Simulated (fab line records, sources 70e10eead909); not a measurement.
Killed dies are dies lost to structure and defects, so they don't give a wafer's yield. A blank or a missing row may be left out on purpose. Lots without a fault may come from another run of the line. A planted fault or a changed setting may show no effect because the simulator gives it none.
fab line records | flow nand_harc
record lots=14 wafers=42 last_day=24
route steps=1159 shown P_ZERO_WELL@29 P_GATE@130 END@1159
lots that met no fault: from a run of the same line without faults
start_h: hours from the record's first day to the start of the lot's first wafer shown | wait_h: hours since the lot's step before | " the same as in the row above | L1.1+2: a row that stands for several wafers | - no value, or no start given | * or withheld: withheld | < > ~ a bound
route shown NAME@n: a module of which the file shows steps, and the number in the route of the first | usual: mean/standard deviation of fault-free wafers | same: alike in all rows | chamber/n: place in a boat | sites: the reading at each site | _std_site: their standard deviation | _edge_site: outer sites' mean less inner sites' | radius_mm: how far each site lies from the wafer's centre | mask NAME#n: copy n | behind: the tool/chamber that last shaped the wafer | hold: why the lot was held/for how many hours/how that ended | device: the transistor (n, p or np) that didn't switch | end of line: the same wafers' tests at the end of the route | a step without rows: its recipe alone | killed: dies lost to structure and defects at the first sort, not the wafer's yield | map: a wafer's dies, x killed, . not, _ none there
set.NAME: the setting as run; set.NAME@STEP: as run at that earlier step | model.NAME: the simulator's own value behind a step, which no gauge read
steps of the route over a sample of lots; a table a step, a row a wafer
services: from which hour (start_h, from the record's first day; less than 0 if before it) a tool's chamber was out of use, for how many hours, and why
## steps
# step NHARC_P_ZERO_WELL_CD_MEAS_24
# recipe target_cd_nm=720 landing_energy_ev=500
# usual cd_nm=719.6/2
# columns lot.wafer tool chamber start_h wait_h cd_nm
L156.1 cd_sem-03 0 14.46 - 719.1
L156.2 " 0 " " 717.4
L156.3 " 0 " " 720.7
L157.2 cd_sem-03 0 20.48 - 717.2
L157.3 " 0 " " 721.8
L157.5 " 0 " " 719.4
L158.1 cd_sem-01 0 26.58 - 718.8
L158.2 " 0 " " 717.4
L158.3 " 0 " " 722.5
L162.1 cd_sem-01 0 50.60 - 720.4
L162.2 " 0 " " 719.8
L162.4 " 0 " " 721.2
L163.3 cd_sem-01 0 56.60 - 718.1
L163.5 " 0 " " 719.3
L163.6 " 0 " " 722.8
L164.1 cd_sem-03 0 62.34 - 716.0
L164.4 " 0 " " 719.3
L164.5 " 0 " " 714.0
L165.1 cd_sem-02 0 68.47 - 720.8
L165.5 " 0 " " 719.5
L165.6 " 0 " " 720.9
L166.4 cd_sem-02 0 74.45 - 719.9
L166.5 " 0 " " 718.3
L166.6 " 0 " " 720.3
L167.2 cd_sem-01 0 80.47 - 721.1
L167.3 " 0 " " 720.3
L167.5 " 0 " " 721.6
L170.3 cd_sem-01 0 98.50 - 716.5
L170.5 " 0 " " 718.7
L170.6 " 0 " " 717.6
L171.2 cd_sem-02 0 104.48 - 721.1
L171.3 " 0 " " 720.3
L171.5 " 0 " " 721.3
L174.1 cd_sem-03 0 122.64 - 721.1
L174.2 " 0 " " 724.0
L174.4 " 0 " " 719.6
L175.1 cd_sem-01 0 128.49 - 719.4
L175.3 " 0 " " 719.3
L175.6 " 0 " " 720.0
L179.1 cd_sem-02 0 152.68 - 715.6
L179.2 " 0 " " 715.6
L179.3 " 0 " " 715.0
# step NHARC_P_ZERO_WELL_RTA_42
# recipe temp_c=1100 time_s=300
# usual lamp_power_pct=38.5/0.99 lamp_zone_7_pct=38.9/0.99 wafer_temp_C_max=1104.9/1.5
# columns lot.wafer tool chamber start_h wait_h lamp_power_pct lamp_zone_7_pct wafer_temp_C_max
L156.1 rtp_anneal-01 0 18.83 - 37.4 37.7 1103.0
L156.2 " 0 " " 37.4 37.7 1103.6
L156.3 " 0 " " 37.4 37.7 1104.0
L157.2 rtp_anneal-02 0 25.07 - 39.6 40.0 1107.9
L157.3 " 0 " " 39.6 40.0 1106.3
L157.5 " 0 " " 39.5 39.9 1104.3
L158.1 rtp_anneal-02 0 30.90 - 39.5 39.8 1106.4
L158.2 " 0 " " 39.6 39.9 1106.8
L158.3 " 0 " " 39.5 39.8 1106.4
L162.1 rtp_anneal-01 0 54.82 - 37.7 37.9 1104.8
L162.2 " 0 " " 37.6 37.9 1104.9
L162.4 " 0 " " 37.6 37.9 1104.2
L163.3 rtp_anneal-01 0 61.26 - 37.6 37.9 1103.3
L163.5 " 0 " " 37.6 37.9 1103.1
L163.6 " 0 " " 37.6 38.0 1103.2
L164.1 rtp_anneal-01 0 66.76 - 37.6 38.0 1104.1
L164.4 " 0 " " 37.7 38.0 1102.7
L164.5 " 0 " " 37.6 38.0 1103.8
L165.1 rtp_anneal-01 0 72.91 - 37.4 37.8 1105.1
L165.5 " 0 " " 37.5 37.8 1102.3
L165.6 " 0 " " 37.5 37.9 1103.6
L166.4 rtp_anneal-01 0 79.20 - 37.6 37.8 1103.2
L166.5 " 0 " " 37.5 37.9 1103.8
L166.6 " 0 " " 37.5 37.8 1103.4
L167.2 rtp_anneal-01 0 85.05 - 37.5 37.9 1102.4
L167.3 " 0 " " 37.6 37.9 1103.6
L167.5 " 0 " " 37.6 38.0 1104.6
L170.3 rtp_anneal-02 0 103.14 - 39.5 39.9 1105.8
L170.5 " 0 " " 39.4 39.9 1107.4
L170.6 " 0 " " 39.5 39.9 1104.8
L171.2 rtp_anneal-02 0 108.79 - 39.6 40.0 1106.2
L171.3 " 0 " " 39.6 39.8 1103.5
L171.5 " 0 " " 39.6 39.9 1104.6
L174.1 rtp_anneal-02 0 127.12 - 39.6 39.9 1107.4
L174.2 " 0 " " 39.6 39.9 1104.9
L174.4 " 0 " " 39.5 39.9 1105.6
L175.1 rtp_anneal-02 0 132.79 - 39.5 39.9 1105.9
L175.3 " 0 " " 39.5 39.8 1106.1
L175.6 " 0 " " 39.5 39.9 1105.9
L179.1 rtp_anneal-02 0 156.98 - 39.6 39.9 1108.0
L179.2 " 0 " " 39.5 39.9 1107.0
L179.3 " 0 " " 39.5 39.9 1104.8
# step NHARC_P_GATE_CVD_17
# recipe target_thk_a=1500 temp_c=620 time_s=900 material=poly-Si
# usual run_length_s=901.4/0.4 spike_tc_bottom_C=642.3/1.6 zone_power_bottom_pct=13.0/0.61
# columns lot.wafer tool chamber start_h wait_h run_length_s spike_tc_bottom_C zone_power_bottom_pct
L156.1 lpcvd_poly-04 0 86.03 2.5 901.4 641.2 13.0
L156.2 " 0 " " 901.4 644.1 13.3
L156.3 " 0 " " 901.4 642.7 13.1
L157.2 lpcvd_poly-04 0 91.34 2.5 902.1 641.5 13.2
L157.3 " 0 " " 902.1 640.1 13.1
L157.5 " 0 " " 902.1 641.4 13.2
L158.1 lpcvd_poly-04 0 91.34 2.5 901.7 640.9 13.0
L158.2 " 0 " " 901.7 643.2 13.0
L158.3 " 0 " " 901.7 641.3 13.1
L162.1 lpcvd_poly-04 0 116.18 2.5 901.5 640.5 13.1
L162.2 " 0 " " 901.5 640.6 13.3
L162.4 " 0 " " 901.5 642.9 13.0
L163.3 lpcvd_poly-04 0 125.29 2.7 902.0 640.8 13.0
L163.5 " 0 " " 902.0 642.7 13.1
L163.6 " 0 " " 902.0 642.9 13.2
L164.1 lpcvd_poly-03 0 130.75 2.9 901.1 646.4 14.3
L164.4 " 0 " " 901.1 645.1 14.5
L164.5 " 0 " " 901.1 644.8 14.1
L165.1 lpcvd_poly-03 0 140.31 2.9 900.9 644.4 14.5
L165.5 " 0 " " 900.9 645.7 14.4
L165.6 " 0 " " 900.9 644.5 14.5
L166.4 lpcvd_poly-04 0 143.52 2.6 901.5 640.4 12.9
L166.5 " 0 " " 901.5 642.2 13.2
L166.6 " 0 " " 901.5 641.2 13.0
L167.2 lpcvd_poly-04 0 143.52 2.6 901.4 641.5 13.1
L167.3 " 0 " " 901.4 643.4 13.0
L167.5 " 0 " " 901.4 639.4 13.0
L170.3 lpcvd_poly-01 0 173.61 2.7 901.1 642.6 12.1
L170.5 " 0 " " 901.1 642.1 12.4
L170.6 " 0 " " 901.1 643.0 12.1
L171.2 lpcvd_poly-01 0 173.61 2.7 900.7 643.1 12.2
L171.3 " 0 " " 900.7 643.1 12.3
L171.5 " 0 " " 900.7 643.0 12.2
L174.1 lpcvd_poly-04 - 192.61 2.5 - - -
L174.2 " - " " - - -
L174.4 " - " " - - -
L175.1 lpcvd_poly-04 - 192.61 2.5 - - -
L175.3 " - " " - - -
L175.6 " - " " - - -
L179.1 lpcvd_poly-01 0 218.85 2.7 901.6 643.2 12.4
L179.2 " 0 " " 901.6 643.3 12.3
L179.3 " 0 " " 901.6 642.8 12.2
# step NHARC_P_GATE_CD_MEAS_26
# recipe target_cd_nm=120 landing_energy_ev=500
# usual cd_nm=120.2/0.68
# columns lot.wafer tool chamber start_h wait_h cd_nm
L156.1 cd_sem-03 0 89.89 - 120.8
L156.2 " 0 " " 120.8
L156.3 " 0 " " 120.9
L158.1 cd_sem-03 0 95.65 - 119.2
L158.2 " 0 " " 119.4
L158.3 " 0 " " 119.2
L157.2 cd_sem-01 0 96.33 - 120.1
L157.3 " 0 " " 119.5
L157.5 " 0 " " 120.3
L162.1 cd_sem-01 0 121.42 - 121.2
L162.2 " 0 " " 119.4
L162.4 " 0 " " 120.4
L163.3 cd_sem-01 0 129.13 - 120.8
L163.5 " 0 " " 121.0
L163.6 " 0 " " 121.1
L164.1 cd_sem-01 0 136.01 - 119.9
L164.4 " 0 " " 120.2
L164.5 " 0 " " 119.6
L165.1 cd_sem-03 0 144.70 - 119.4
L165.5 " 0 " " 120.0
L165.6 " 0 " " 119.1
L167.2 cd_sem-01 0 148.61 - 120.0
L167.3 " 0 " " 120.0
L167.5 " 0 " " 120.4
L166.4 cd_sem-01 0 149.06 - 121.7
L166.5 " 0 " " 120.9
L166.6 " 0 " " 120.1
L170.3 cd_sem-03 0 180.53 - 119.2
L170.5 " 0 " " 119.0
L170.6 " 0 " " 120.1
L171.2 cd_sem-01 0 181.09 - 120.3
L171.3 " 0 " " 120.0
L171.5 " 0 " " 120.1
L174.1 cd_sem-03 0 196.71 - 120.3
L174.2 " 0 " " 120.4
L174.4 " 0 " " 119.7
L175.1 cd_sem-03 0 196.84 - 119.9
L175.3 " 0 " " 119.8
L175.6 " 0 " " 120.7
L179.1 cd_sem-01 0 223.44 - 120.5
L179.2 " 0 " " 120.4
L179.3 " 0 " " 119.5
# step NHARC_END_SORT_01
# recipe temp_c=25
# usual killed_at_array=26/10 killed_at_other=0.5/0.87 killed_at_periphery=3.0/2.5 killed_dies=29/11 killed_open=3.3/1.9 killed_short=1.8/1.5
# same gross_dies=677
# columns lot.wafer tool chamber start_h wait_h killed_at_array killed_at_other killed_at_periphery killed_dies killed_open killed_short
L174.1 prober-02 0 541.95 2.5 34 0 643 677 5 0
L174.2 prober-02 0 542.75 2.8 31 0 646 677 9 5
L174.4 prober-02 0 544.35 3.4 25 0 652 677 5 1
L175.1 prober-02 0 550.10 2.5 31 1 645 677 4 4
L175.3 prober-02 0 551.69 3.1 26 0 651 677 2 0
L175.6 prober-02 0 554.08 4.0 28 5 644 677 5 2
# killed by level:class
L174.1 P_GATE:area_cvd=639 A_SLIT:chamber_film_flake=18 A_CONTACT:chamber_film_flake=4 P_GATE:chamber_film_flake=3 A_CHANNEL_HOLE_D1:chamber_film_flake=3 A_SGD_CUT:geometric_particle:open=2 A_CONTACT:geometric_particle:open=2 A_STAIRCASE:chamber_film_flake=2
L174.2 P_GATE:area_cvd=641 A_SLIT:chamber_film_flake=10 A_CONTACT:geometric_particle:open=4 A_CHANNEL_HOLE_D1:chamber_film_flake=4 A_CONTACT:chamber_film_flake=4 P_M0:geometric_particle:open=2 A_M0:geometric_particle:short=2 P_GATE:chamber_film_flake=2
L174.4 P_GATE:area_cvd=651 A_SLIT:chamber_film_flake=12 A_CHANNEL_HOLE_D1:chamber_film_flake=3 A_ONON_D1:geometric_particle:open=2 A_CONTACT:chamber_film_flake=2 A_CONTACT:geometric_particle:open=2 A_STAIRCASE:chamber_film_flake=2 P_GATE:geometric_particle:open=1
L175.1 P_GATE:area_cvd=642 A_SLIT:chamber_film_flake=14 A_CHANNEL_HOLE_D1:chamber_film_flake=6 A_CONTACT:chamber_film_flake=4 P_GATE:geometric_particle:open=1 P_GATE:geometric_particle:short=1 P_CONTACT:geometric_particle:open=1 A_ONON_D1:geometric_particle:short=1
L175.3 P_GATE:area_cvd=649 A_SLIT:chamber_film_flake=11 A_CHANNEL_HOLE_D1:chamber_film_flake=6 A_CONTACT:chamber_film_flake=5 A_M0:chamber_film_flake=2 P_STI:geometric_particle:open=1 A_CHANNEL_HOLE_D1:geometric_particle:open=1 P_STI:chamber_film_flake=1
L175.6 P_GATE:area_cvd=640 A_SLIT:chamber_film_flake=9 A_CHANNEL_HOLE_D1:chamber_film_flake=5 A_STAIRCASE:chamber_film_flake=5 THIN_TSV:chamber_film_flake=5 A_CONTACT:chamber_film_flake=3 A_CONTACT:geometric_particle:open=2 P_STI:chamber_film_flake=2
## services
# columns tool chamber start_h hours kind
lpcvd_poly-01 - 8.42 19.1 repair
lpcvd_poly-01 - 108.00 26.0 pm
lpcvd_poly-04 - 171.50 11.7 repair
## key
first_sign step=NHARC_P_GATE_CVD_17 reading=tool_record direction=missing
effect step=NHARC_END_SORT_01 reading=killed_at_periphery direction=up sigmas=99+ usual=3.0 struck=646.8
more_kills_born_at NHARC_P_GATE_CVD_17@lpcvd_poly-04=3862
met_at NHARC_P_GATE_CVD_17
struck_lots L174,L175
later_rows_left_out L174.1,L174.2,L174.4,L175.1,L175.3,L175.6
tester_left_out L174,L175
not_acting_at NHARC_P_ZERO_WELL_CD_MEAS_24,NHARC_P_ZERO_WELL_RTA_42,NHARC_P_GATE_CD_MEAS_26
onset_between 143.52 192.61
fault kind=skipped_step_whole tool=lpcvd_poly-04 chamber=- onset_h=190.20 steps=NHARC_P_GATE_CVD_17 scope=struck_lots_only
# tester_left_out: of these lots the tester's yield and bins aren't shown, on N5 and GAA mostly nor the transistor test; their killed dies are dies lost to structure and defects alone, not to doping, threshold or leakage, so they don't give the yield
# later_rows_left_out: the simulator's readings of these wafers behind a module that went badly wrong aren't trusted and aren't shown, but for the sort
